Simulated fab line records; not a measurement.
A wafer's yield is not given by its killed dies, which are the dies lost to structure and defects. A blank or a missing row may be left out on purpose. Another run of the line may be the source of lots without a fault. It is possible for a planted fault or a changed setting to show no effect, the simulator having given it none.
2 desks looking at one fault -- flow n5-finfet -- each desk holds nothing but its own numbers, with what lay behind them at the end

== AT THE METROLOGY DESK ==
What the gauges read for every lot (on any tool): the sampled wafers with a number, averaged. If a lot's mean is further than 4 standard deviations from the usual mean, the lot is out of limits and carries the mark OUT (the distance appears in the brackets). Shown here are 7 of its 13 readings, the ones lying furthest out on some lot.
Columns: A = trench-depth-nm at N5_BEOL_M4_OCD_MEAS_38, usual 55.7 nm; B = M4_THK at N5_BEOL_M4_THK_MEAS_53, usual 39.7 nm; C = M4_RS at N5_BEOL_M4_RS_MEAS_58, usual 0.666 ohm/sq; D = DIBL_P at N5_BEOL_M4_RC_MEAS_101, usual 35.8 mV/V; E = SS_N at N5_BEOL_M4_RC_MEAS_101, usual 71.5 mV/dec; F = SS_P at N5_BEOL_M4_RC_MEAS_101, usual 73.2 mV/dec; G = VT_P at N5_BEOL_M4_RC_MEAS_101, usual -251 mV
lot,first seen here,A,B,C,D,E,F,G
L497,day 8 03:20,56.2,39.6,0.653,33.2,71.1,72.5,-255
L499,day 8 05:32,55.4,40.1,0.663,37.3,71.9,73.3,-247
L503,day 9 12:45,56.1,41.4,0.631,37.0,72.3,73.6,-252
L507,day 10 23:26,58.4,43.1,0.613,35.7,71.9,73.3,-250
L509,day 11 10:49,55.6,38.6,0.697,35.3,70.8,72.9,-251
L512,day 11 21:01,56.2,41.0,0.641,34.4,71.0,73.1,-254
L519,day 13 23:01,56.3,39.7,0.669,36.2,71.1,73.1,-252
This desk found nothing out of limits on any of the 7 lots.

== TOOL OWNER'S DESK, rie-diel-02 ==
The tool's own readings at N5_BEOL_M4_TRENCH_ETCH_37 (etches SiOC in C4F6/O2, target depth 55.555 nm, time 29.2 s): means of the sampled wafers that have a number, for each lot that ran on this tool. If a lot's mean is further than 4 standard deviations from the usual mean, the lot is out of limits and carries the mark OUT (the distance appears in the brackets). Shown here are 7 of its 8 readings, the ones lying furthest out on some lot.
Columns: A = bias-w at N5_BEOL_M4_TRENCH_ETCH_37, usual 185.0 W; B = chamber-pressure-mTorr at N5_BEOL_M4_TRENCH_ETCH_37, usual 30.002 mTorr; C = drypump-motor-current-A at N5_BEOL_M4_TRENCH_ETCH_37, usual 5.8 A; D = oes_ar_750_au at N5_BEOL_M4_TRENCH_ETCH_37, usual 0.81 a.u.; E = rf-vpp-V at N5_BEOL_M4_TRENCH_ETCH_37, usual 671 V; F = showerhead-plenum-p-Torr at N5_BEOL_M4_TRENCH_ETCH_37, usual 2.86 Torr; G = throttle-valve-pct at N5_BEOL_M4_TRENCH_ETCH_37, usual 20.78 %
lot,first seen here,A,B,C,D,E,F,G
L497,day 8 03:11,185.4,29.984,5.8,0.78,658,2.77,20.83
L503,day 9 12:35,185.5,30.007,6.0,0.76,670,2.85,20.77
L507,day 10 23:16,185.1,29.983,6.0,0.75,670,2.85,20.79
This desk found nothing out of limits on any of the 3 lots.

== ALL TOGETHER ==
From the metrology desk's view, nothing was out of limits.
Nothing out of limits was seen by the tool owner's desk.

== WHAT WAS PUT IN BY THE SIMULATOR ==
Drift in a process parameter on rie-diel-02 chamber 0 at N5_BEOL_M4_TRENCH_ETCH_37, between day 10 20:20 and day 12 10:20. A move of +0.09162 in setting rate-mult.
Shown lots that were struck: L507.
